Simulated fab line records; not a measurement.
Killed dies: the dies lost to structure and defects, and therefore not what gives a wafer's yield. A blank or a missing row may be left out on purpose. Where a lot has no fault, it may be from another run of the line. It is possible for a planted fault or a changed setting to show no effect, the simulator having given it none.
Comparing a struck lot with a sound one -- flow n5-finfet -- 37 steps out of a route of 1938
Sound: these wafers, L397.2, L397.3, L397.5. Struck: wafers L409.4, L409.6. (L409.1 of the same lot was not struck and is left out.) The cause comes at the end.
Order at every step that has rows: each side's tool, ch and its chambers, its first start. Under that, the readings that differ: sound wafers -- struck wafers -- difference of the means -- sigmas: that difference in standard deviations of wafers without a fault.
alike: a reading whose means differ by less than 2 such deviations, as well as words and numbers matching on both sides. not compared: withheld readings; readings where some wafer has no value; bounds like >300 that might hide an equal value; numbers whose values overlap and for which the record gives no deviation.
The two part at a step that has a row with sigmas, a row that says differs or no value, or rows on one side only. Non-overlapping numbers with no deviation appear without sigmas and do not part them. A reading that every wafer of one side lacks parts them only if that side has two wafers or more.

first, 9 steps without rows for these wafers: N5_BEOL_M10_ALD_74 (deposits TaN, target thk 2 nm, pulse time 2 s, purge time 3 s); N5_BEOL_M10_SURFACE_TREAT_76; N5_BEOL_M10_CVD_75 (deposits Co from CCTBA/H2, target thk 2 nm, time 138.9 s); N5_BEOL_M10_SPUTTER_48 (material Cu, target thk 12 nm, time 2 s); N5_BEOL_M10_ECD_50 (material Cu, target thk 318 nm); N5_BEOL_M10_ANNEAL_51 (time 90 s); N5_BEOL_M10_CMP_52 (polishes, stops on SiCOH lowk, t overpolish 7 s, target thk 140 nm); N5_BEOL_M10_PRE_CLEAN_55 (time 15 s); N5_BEOL_M10_DEP_56 (deposits SiCN from 3MS/NH3, target thk 15 nm, time 26.5 s).
N5_BEOL_M11_ILD_DEP_00: deposits SiCOH lowk from DEMS/porogen, target thk 308.51 nm, time 58 s.
  sound on pecvd-03 ch 1,2, day 11 02:05; struck on pecvd-03 ch 1,2, day 14 07:10
reading,sound,struck,difference,sigmas
run-length-s (s),101.1 101.1 100.7,85.1 85.2,-15.8,-32
model.SiCOH_lowk_of_BEOL_M11_ILD_DEP_00.thk-nm (nm),305 305.4 315.8,231.2 227,-79.6,
  alike: heater-power-w, showerhead-plenum-p-Torr, throttle-valve-pct
  not compared: since-wet-clean-h
then, 1 step without rows for these wafers: N5_BEOL_M11_CURE_71 (cures SiCOH lowk, time 240 s).
N5_BEOL_M11_THK_MEAS_01:
  sound on film-metro-02, day 11 02:41; struck on film-metro-01, day 14 07:47
reading,sound,struck,difference,sigmas
M11_ILD_THK (nm),265 265 275,200 196,-70,-19
then, 23 steps without rows for these wafers: N5_BEOL_M11_PECVD_70 (deposits SiO2 from TEOS/O2, target thk 20 nm, time 22.7 s); N5_BEOL_M11_HM_DEP_02 (deposits TiN, target thk 20 nm); N5_BEOL_M11_COAT_59 (time 60 s, resist thk 100 nm); N5_BEOL_M11_COAT_60 (time 60 s, resist thk 30 nm); N5_BEOL_M11_COAT_05 (resist thk 90 nm); N5_BEOL_M11_EBR_07; N5_BEOL_M11_SOFTBAKE_06 (time 60 s); N5_BEOL_M11_EXPOSE_08 (exposes mask M11); N5_BEOL_M11_PEB_09 (peb time 60 s); N5_BEOL_M11_DEVELOP_10 (develop time 30 s); N5_BEOL_M11_DESCUM_16 (chemistry O2, time 7.9 s); N5_BEOL_M11_ETCH_61 (etches SiARC in CF4, target depth 39 nm, time 65 s); N5_BEOL_M11_ETCH_62 (etches SOC in N2/H2, target depth 110 nm, overetch 22 nm, time 165 s); N5_BEOL_M11_STRIP_68 (strips in N2/H2); N5_BEOL_M11_STRIP_67 (strips in CF4); N5_BEOL_M11_HM_OPEN_17 (chemistry Cl2/BCl3, target TiN, target depth 20 nm, overetch 6 nm); N5_BEOL_M11_STRIP_19 (strips in O2); N5_BEOL_M11_COAT_63 (time 60 s, resist thk 100 nm); N5_BEOL_M11_COAT_64 (time 60 s, resist thk 30 nm); N5_BEOL_M11_COAT_22 (resist thk 90 nm); N5_BEOL_M11_EBR_24; N5_BEOL_M11_SOFTBAKE_23 (time 60 s); N5_BEOL_M11_EXPOSE_25 (exposes mask V10).
N5_BEOL_M11_CMP_52: polishes, stops on SiCOH lowk, t overpolish 7 s, target thk 140 nm.
  sound on cmp-01 ch 1,3, day 11 10:26; struck on cmp-01 ch 0, day 15 00:05
reading,sound,struck,difference,sigmas
model.SiCOH_lowk_of_BEOL_M11_ILD_DEP_00.thk-nm (nm),261.8 262.4 271.6,196.8 193.2,-70.3,
  alike: head-pressure-psi, motor-current-A, slurry-filter-dp-kPa
N5_PASSIVATION_PROBE_49:
  sound on prober-02, day 13 01:13; struck on prober-01, day 16 13:34
  alike: killed_at_M0_to_M3, killed_at_M4_up, killed-at-contacts, killed-at-front-end, killed-at-other, killed-dies, killed-on-rim, killed-open, killed-short

## WHERE THEY PART
At N5_BEOL_M11_ILD_DEP_00 first; at N5_BEOL_M11_THK_MEAS_01 last (within this record only). Later steps at which nothing parts them and some readings are alike: N5_BEOL_M11_CMP_52, N5_PASSIVATION_PROBE_49.

WHY: what the simulator had put in
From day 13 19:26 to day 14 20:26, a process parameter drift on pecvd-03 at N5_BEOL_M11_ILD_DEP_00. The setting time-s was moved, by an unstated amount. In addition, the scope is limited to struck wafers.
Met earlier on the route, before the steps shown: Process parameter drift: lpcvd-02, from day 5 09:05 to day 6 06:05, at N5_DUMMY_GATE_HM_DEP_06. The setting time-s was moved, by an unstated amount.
